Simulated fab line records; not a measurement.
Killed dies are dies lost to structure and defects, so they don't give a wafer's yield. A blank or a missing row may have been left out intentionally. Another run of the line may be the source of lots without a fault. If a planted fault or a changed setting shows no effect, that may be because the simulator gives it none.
Matching of chambers ; flow n5_finfet ; pecvd-03 running N5_BEOL_M4_PECVD_72: 3 sister chambers
The step deposits SiO2 from TEOS/O2, target thk 16 nm, time 18 s. 3 wafers are shown with their chamber, then 6 later ones without.

WAFERS PAIRED WITH THEIR CHAMBERS
wafer;chamber;throttle_valve_pct (%)
L224.3;1;22.7
L225.2;0;24.4
L225.5;2;21.9

WAFERS MISSING THEIR CHAMBER
wafer;throttle_valve_pct (%)
L228.1;24.3
L228.5;22.0
L228.6;22.9
L235.2;22.6
L235.5;22.3
L235.6;24.5

CHAMBER TAKEN BY EACH
wafer;from the rows above;in truth
L228.1;0;0
L228.5;2;2
L228.6;1;1
L235.2;1;1
L235.5;can't be placed: 1 or 2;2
L235.6;0;0
5 of 6 placed correctly. Not placeable from these rows: 1 (in 1, the candidates include the true chamber). 0 placed wrongly.
How it was worked out, from the rows above alone: a wafer's distance from a chamber is the root of the sum, over the readings, of the square of ((its reading less the chamber's mean) divided by the reading's scatter). If the next closest chamber is less than 2 further off than the closest, the wafer can't be placed; otherwise it belongs to the closest. For every chamber, the mean is computed from those of its wafers that are shown. The scatter: root of mean squared gap, hidden wafer to nearest shown wafer, with one shown wafer a chamber.
